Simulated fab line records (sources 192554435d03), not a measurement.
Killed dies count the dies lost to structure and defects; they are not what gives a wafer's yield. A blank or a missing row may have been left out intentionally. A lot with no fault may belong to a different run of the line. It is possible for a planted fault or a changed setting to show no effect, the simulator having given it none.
Split-lot study -- flow n5-finfet -- 39 wafers read across 7 lots, on a route 1938 steps long

== ABOUT THE SPLIT ==
At N5_DUMMY_GATE_EXPOSE_12 (exposes mask GATE, target cd 25 nm), the setting dose-mj was moved away from the recipe's 34 on 18 of the 39 wafers read, by -7.0% to +3.0%. All remaining wafers had this setting at the recipe value.

== FROM THE SPLIT TO THE READING: what the file shows between them, 8 steps ==
- N5_DUMMY_GATE_PEB_13: peb time 60 s
- N5_DUMMY_GATE_DEVELOP_14: develop time 30 s
- N5_DUMMY_GATE_CD_MEAS_15: target cd 25.8 nm
- N5_DUMMY_GATE_ETCH_37: etches SOC in N2/H2, target depth 60 nm, overetch 30 nm (also split here: source-w)
- N5_DUMMY_GATE_STRIP_38: strips in N2/H2
- N5_DUMMY_GATE_STRIP_39: strips in N2/H2
- N5_DUMMY_GATE_TRIM_49: chemistry O2, time 29 s, target cd 14 nm
- N5_DUMMY_GATE_ETCH_44: etches poly-Si in HBr/O2, stops on SiO2, target depth 127.5 nm (also split here: target-depth-a)

== THE READING ==
Shown in nm: cd-nm at N5_DUMMY_GATE_CD_MEAS_24, with target cd 15 nm. On this fab line, fault-free wafers typically give 15.2 nm with a standard deviation of 0.6 nm.

wafer,"tool, chamber at the split",dose-mj as run,against the recipe,"cd-nm, nm",against lot-mates on the recipe
L075.1,"euv-scanner-02, 0",34,recipe,15.2,-
L075.2,"euv-scanner-02, 0",35.02,+3.0%,15.4,-0.1
L075.3,"euv-scanner-02, 0",35.02,+3.0%,14.1,-1.4
L075.4,"euv-scanner-02, 0",34,recipe,16.0,-
L075.5,"euv-scanner-02, 0",35.02,+3.0%,14.6,-0.9
L075.6,"euv-scanner-02, 0",34,recipe,15.4,-
L077.1,"euv-scanner-02, 0",34,recipe,15.1,-
L077.2,"euv-scanner-02, 0",34,recipe,14.7,-
L077.3,"euv-scanner-02, 0",32.72,-3.8%,16.1,+1.3
L077.4,"euv-scanner-02, 0",32.72,-3.8%,16.1,+1.3
L077.5,"euv-scanner-02, 0",32.72,-3.8%,16.1,+1.3
L077.6,"euv-scanner-02, 0",34,recipe,14.7,-
L081.1,"euv-scanner-02, 0",32.91,-3.2%,15.4,+0.9
L081.2,"euv-scanner-02, 0",32.91,-3.2%,15.6,+1.1
L081.3,"euv-scanner-02, 0",34,recipe,14.0,-
L081.4,"euv-scanner-02, 0",34,recipe,14.4,-
L081.5,"euv-scanner-02, 0",32.91,-3.2%,14.9,+0.4
L081.6,"euv-scanner-02, 0",34,recipe,15.2,-
L082.1,"euv-scanner-01, 0",32.23,-5.2%,17.1,+2.4
L082.2,"euv-scanner-01, 0",34,recipe,14.5,-
L082.3,"euv-scanner-01, 0",32.23,-5.2%,16.7,+2.0
L082.4,"euv-scanner-01, 0",34,recipe,15.2,-
L082.5,"euv-scanner-01, 0",34,recipe,14.3,-
L082.6,"euv-scanner-01, 0",32.23,-5.2%,16.1,+1.4
L090.1,"euv-scanner-01, 0",34,recipe,14.9,-
L090.2,"euv-scanner-01, 0",34,recipe,15.1,-
L090.6,"euv-scanner-01, 0",34,recipe,15.0,-
L094.1,"euv-scanner-02, 0",34,recipe,15.5,-
L094.2,"euv-scanner-02, 0",34,recipe,15.2,-
L094.3,"euv-scanner-02, 0",32.51,-4.4%,15.6,+0.6
L094.4,"euv-scanner-02, 0",32.51,-4.4%,16.1,+1.1
L094.5,"euv-scanner-02, 0",32.51,-4.4%,15.5,+0.5
L094.6,"euv-scanner-02, 0",34,recipe,14.4,-
L095.1,"euv-scanner-01, 0",34,recipe,13.7,-
L095.2,"euv-scanner-01, 0",31.63,-7.0%,15.4,+1.5
L095.3,"euv-scanner-01, 0",31.63,-7.0%,16.1,+2.2
L095.4,"euv-scanner-01, 0",31.63,-7.0%,16.8,+2.9
L095.5,"euv-scanner-01, 0",34,recipe,13.9,-
L095.6,"euv-scanner-01, 0",34,recipe,14.1,-

FIT RESULTS
A straight line over all 39 wafers: cd-nm changes by -0.214 nm for each +1% of dose-mj; r = -0.71; the points scatter about the line by 0.59 nm.
The same after taking each lot's own level away (the mean of its wafers on the recipe; 39 wafers): -0.3 nm for each +1%; r = -0.89; scatter 0.44 nm.
According to that fit, moving dose-mj by its largest amount changes the reading by 2.1 nm.
From 13.90 to 15.53 nm: that is the span of the lots' own levels, equal to 2.7 times the standard deviation above.
So the lot-to-lot level blurs the effect unless lot-mates are compared.
Check: with one of the wafers moved furthest among these (-7.0%) left out of the fit, the line predicts +2.17 nm for it against its lot-mates. Against them it came out at +1.5 nm.

== OTHER SPLITS APPLIED TO THESE WAFERS ==
Note: prior to the reading, these wafers also went through further splits. Each is held against what the fit with the lots' levels taken away leaves over:
other split on the same wafers,wafers away from the commonest value,r with cd-nm (lot level and that fit taken away)
N5_PMOS_HMC_CHANNEL_EPI_EPI_20 temp-c,15,+0.19
N5_FIN_SAQP_FIN_ETCH_36 icp-w,15,+0.33
N5_DUMMY_GATE_ETCH_37 source-w,18,-0.26
N5_DUMMY_GATE_ETCH_44 target-depth-a,12,-0.42

== THE WHOLE CHAIN: every reading that the file lists as answering this split, in the file's order ==
step,what it does,reading,change (the file's fit),r (the file's)
N5_DUMMY_GATE_CD_MEAS_15,target cd 25.8 nm,cd-nm,-0.197 nm for each +1% of the setting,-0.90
N5_DUMMY_GATE_TRIM_49,"chemistry O2, time 29 s, target cd 14 nm","DUMMY_GATE.cd-nm (the simulator's own value, which no gauge read)",-0.276 nm for each +1% of the setting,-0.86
N5_DUMMY_GATE_ETCH_44,"etches poly-Si in HBr/O2, stops on SiO2, target depth 127.5 nm","DUMMY_GATE.cd-nm (the simulator's own value, which no gauge read)",-0.301 nm for each +1% of the setting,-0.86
N5_DUMMY_GATE_CD_MEAS_24,target cd 15 nm,cd-nm,-0.295 nm for each +1% of the setting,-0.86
N5_DUMMY_GATE_ETCH_42,"etches SiO2 in CHF3/O2, target depth 3.5 nm, time 31 s","DUMMY_GATE.cd-nm (the simulator's own value, which no gauge read)",-0.312 nm for each +1% of the setting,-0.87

== FILE'S OWN FIT ==
cd-nm changes by -0.295 nm for each +1% of dose-mj, r = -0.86.
